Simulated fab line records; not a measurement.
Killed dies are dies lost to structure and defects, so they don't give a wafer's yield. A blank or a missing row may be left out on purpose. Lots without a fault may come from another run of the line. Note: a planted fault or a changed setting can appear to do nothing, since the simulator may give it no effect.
Matching of chambers ; flow n5Finfet ; pecvd-01 running N5_BEOL_M6_PECVD_70: 3 sister chambers
The step deposits SiO2 from TEOS/O2, target thk 20 nm, time 22.7 s. 20 wafers are shown with their chamber, then 10 later ones without.

## WAFERS PAIRED WITH THEIR CHAMBERS
wafer;chamber;throttleValvePct (%);showerheadPlenumPTorr (Torr);heaterPowerW (W)
L077.1;2;21.4;8.83;603
L077.4;1;25.7;8.74;745
L077.5;0;22.9;8.75;677
L080.2;2;21.4;8.84;681
L080.3;1;25.5;8.73;646
L080.6;0;22.9;8.76;585
L084.2;0;23.0;8.75;644
L084.3;1;25.6;8.73;753
L084.5;1;25.4;8.77;787
L090.1;0;22.9;8.75;610
L090.5;0;22.6;8.77;613
L090.6;1;25.6;8.75;713
L091.2;0;22.9;8.75;699
L091.3;2;21.4;8.86;719
L091.4;1;25.6;8.76;656
L093.2;0;22.6;8.75;628
L093.3;2;21.3;8.84;721
L093.4;1;25.4;8.73;769
L094.2;0;22.8;8.77;661
L094.4;1;25.7;8.74;766

SIGNATURES (averages over the wafers above)
reading;chamber 0;chamber 1;chamber 2;scatter within a chamber
throttleValvePct;22.825;25.562;21.375;0.124
showerheadPlenumPTorr;8.7562;8.7438;8.8425;0.0125
heaterPowerW;639.62;729.38;681.00;47.8
Rule: for a wafer and a chamber, the distance is found by dividing, reading by reading, the gap between the wafer's reading and the chamber's mean by the reading's scatter, squaring, summing and taking the root. If the next closest chamber is less than 2 further off than the closest, the wafer can't be placed; otherwise it belongs to the closest. The scatter is the square root of a quotient: the sum, over the shown wafers, of each reading's squared deviation from its chamber's mean, divided by wafers minus chambers.

## WAFERS WITHOUT THEIR CHAMBER
wafer;throttleValvePct (%);showerheadPlenumPTorr (Torr);heaterPowerW (W)
L094.5;21.2;8.82;601
L095.1;25.5;8.75;752
L095.3;21.2;8.82;723
L095.6;21.4;8.84;718
L096.2;23.0;8.76;702
L096.4;22.8;8.75;686
L096.6;25.4;8.74;738
L097.1;22.7;8.74;646
L097.2;21.4;8.84;627
L097.5;25.5;8.74;763

## THE CHAMBER EACH PASSED THROUGH
wafer;from the rows above;in truth
L094.5;2;2
L095.1;1;1
L095.3;2;2
L095.6;2;2
L096.2;0;0
L096.4;0;0
L096.6;1;1
L097.1;0;0
L097.2;2;2
L097.5;1;1
Correct placement for 10 of the 10. Number that these rows cannot place: 0. 0 placed wrongly.
